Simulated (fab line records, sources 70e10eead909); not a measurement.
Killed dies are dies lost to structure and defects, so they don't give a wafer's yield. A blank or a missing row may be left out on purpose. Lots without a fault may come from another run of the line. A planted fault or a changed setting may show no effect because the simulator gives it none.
A struck lot beside a sound one | flow nand_harc | 14 steps out of a route of 1302
Sound: wafers L236.1, L236.2, L236.6. Struck: wafers L249.2, L249.3. (L249.4 of the same lot was not struck and is left out.) The cause comes at the end.
At each step with rows: each side's tool, then ch and its chambers, then its first start. Under that, the readings that differ: sound wafers | struck wafers | difference of the means | sigmas: that difference in standard deviations of wafers without a fault.
alike: readings whose means differ by less than 2 such deviations, and words and numbers that are the same on both sides. not compared: withheld readings, readings that some wafer has no value for, bounds like >300 that may hide the same value, and numbers for which the record gives no deviation and whose values overlap.
The two part at a step that has a row with sigmas, a row that says differs or no value, or rows on one side only. Numbers that don't overlap but have no deviation are shown without sigmas and don't part them. A reading that every wafer of one side lacks parts them only if that side has two wafers or more.

first, 9 steps without rows for these wafers: NHARC_A_STAIRCASE_DEHYDRATE_01 (time 120 s); NHARC_A_STAIRCASE_HMDS_02 (time 30 s); NHARC_A_STAIRCASE_COAT_03; NHARC_A_STAIRCASE_SOFTBAKE_04 (time 170 s); NHARC_A_STAIRCASE_EBR_05; NHARC_A_STAIRCASE_EXPOSE_06 (exposes mask STAIR); NHARC_A_STAIRCASE_PEB_07 (peb time 130 s); NHARC_A_STAIRCASE_DEVELOP_08 (time 140 s); NHARC_A_STAIRCASE_HARDBAKE_10 (time 140 s).
NHARC_A_STAIRCASE_DESCUM_11: chemistry O2, time 3 s.
  sound on rie_diel-13 ch 0,3, day 17 15:08; struck on rie_diel-13 ch 0,3, day 23 02:56
  alike: drypump_motor_current_A, oes_product_au, rf_vpp_V, showerhead_plenum_p_Torr, throttle_valve_pct
  not compared: rf_hours_counter_h
NHARC_A_STAIRCASE_TRIM_12: chemistry O2, time 211.2 s.
  sound on rie_diel-13 ch 0,1,2, day 17 15:14; struck on rie_diel-13 ch 1,2, day 23 03:01
  alike: drypump_motor_current_A, oes_product_au, rf_vpp_V, showerhead_plenum_p_Torr, throttle_valve_pct
  not compared: rf_hours_counter_h
NHARC_A_STAIRCASE_ETCH_13: etches the open film in C4F8/O2, target depth 100 nm, time 40.5 s.
  sound on rie_diel-13 ch 0,2, day 17 15:31; struck on rie_diel-13 ch 2,3, day 23 03:10
  reading               | sound             | struck      | difference | sigmas
  oes_product_au (a.u.) | 0.924 0.929 0.939 | 1.127 1.085 | +0.175     | +12
  alike: rf_vpp_V
  not compared: rf_hours_counter_h
NHARC_A_STAIRCASE_TRIM_14: chemistry O2, time 211.2 s.
  sound on rie_diel-13 ch 0,2,3; struck on rie_diel-13 ch 0,2
  alike: drypump_motor_current_A, oes_product_au, rf_vpp_V, showerhead_plenum_p_Torr, throttle_valve_pct
  not compared: rf_hours_counter_h
-- the record jumps here: 9 days lie between the struck wafers' starts before and after (it left off in module A_STAIRCASE and takes up again in module END, whose first step shown is number 1302 of the route) --
NHARC_END_SORT_01:
  the record has rows for the struck wafers here (prober-01 ch 0, day 31 22:59) and none for the sound ones

WHERE THEY PART
First at NHARC_A_STAIRCASE_ETCH_13; last, within this record, at NHARC_END_SORT_01.

WHY: what the simulator had put in
Process parameter drift: rie_diel-13, from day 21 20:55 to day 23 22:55, at NHARC_A_STAIRCASE_ETCH_13. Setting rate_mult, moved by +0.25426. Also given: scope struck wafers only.
